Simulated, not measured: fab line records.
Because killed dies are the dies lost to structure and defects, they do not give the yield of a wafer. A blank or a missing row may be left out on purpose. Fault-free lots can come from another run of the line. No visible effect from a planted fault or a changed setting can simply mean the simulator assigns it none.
Chamber matching    flow nand_harc    NHARC_P_GATE_ETCH_32 on rie_si-01: 4 sister chambers
The step etches the open film in HBr/Cl2, target depth 150 nm, time 100.1 s. 14 wafers are shown with their chamber, then 7 later ones without.

WAFERS, EACH WITH ITS CHAMBER
wafer   chamber  drypump_motor_current_A (A)  chamber_pressure_mTorr (mTorr)  oes_product_au (a.u.)
L081.2  1        5.0                          14.992                          1.006
L081.3  0        5.8                          14.995                          1.009
L081.4  2        6.6                          15.005                          1.001
L082.1  3        5.4                          14.994                          0.980
L082.2  2        6.6                          15.009                          0.995
L082.4  0        5.8                          15.004                          1.014
L087.1  0        5.8                          14.993                          1.008
L087.3  1        4.9                          15.023                          1.008
L087.6  3        5.4                          15.004                          1.015
L089.2  1        5.0                          14.999                          1.005
L089.5  3        5.4                          14.989                          1.008
L089.6  0        5.8                          14.956                          1.014
L091.2  1        5.0                          15.017                          0.993
L091.4  0        5.8                          14.988                          1.014

SIGNATURES (means of the wafers above)
reading                  chamber 0  chamber 1  chamber 2  chamber 3  scatter within a chamber
drypump_motor_current_A  5.800      4.975      6.600      5.400      0.0274
chamber_pressure_mTorr   14.98720   15.00775   15.00700   14.99567   0.0146
oes_product_au           1.01180    1.00300    0.99800    1.00100    0.00937
Rule: a wafer's distance from a chamber is the root of the sum, over the readings, of the square of ((its reading less the chamber's mean) divided by the reading's scatter). The wafer belongs to the nearest chamber; if the next one is less than 2 further off, it can't be placed. The scatter is the square root of a quotient: the sum, over the shown wafers, of each reading's squared deviation from its chamber's mean, divided by wafers minus chambers.

WAFERS WITH NO CHAMBER GIVEN
wafer   drypump_motor_current_A (A)  chamber_pressure_mTorr (mTorr)  oes_product_au (a.u.)
L091.6  5.5                          15.031                          1.003
L092.1  5.8                          15.021                          1.016
L092.2  6.6                          14.973                          1.025
L092.4  5.0                          15.020                          1.004
L095.2  5.4                          15.007                          1.000
L095.5  5.7                          14.998                          0.999
L095.6  5.4                          15.007                          1.000

WHICH CHAMBER EACH ONE RAN IN
wafer   from the rows above  in truth
L091.6  3                    3
L092.1  0                    0
L092.2  2                    2
L092.4  1                    1
L095.2  3                    3
L095.5  0                    0
L095.6  3                    3
Placed correctly: 7 of 7. Number that these rows cannot place: 0. Wrongly placed: 0.
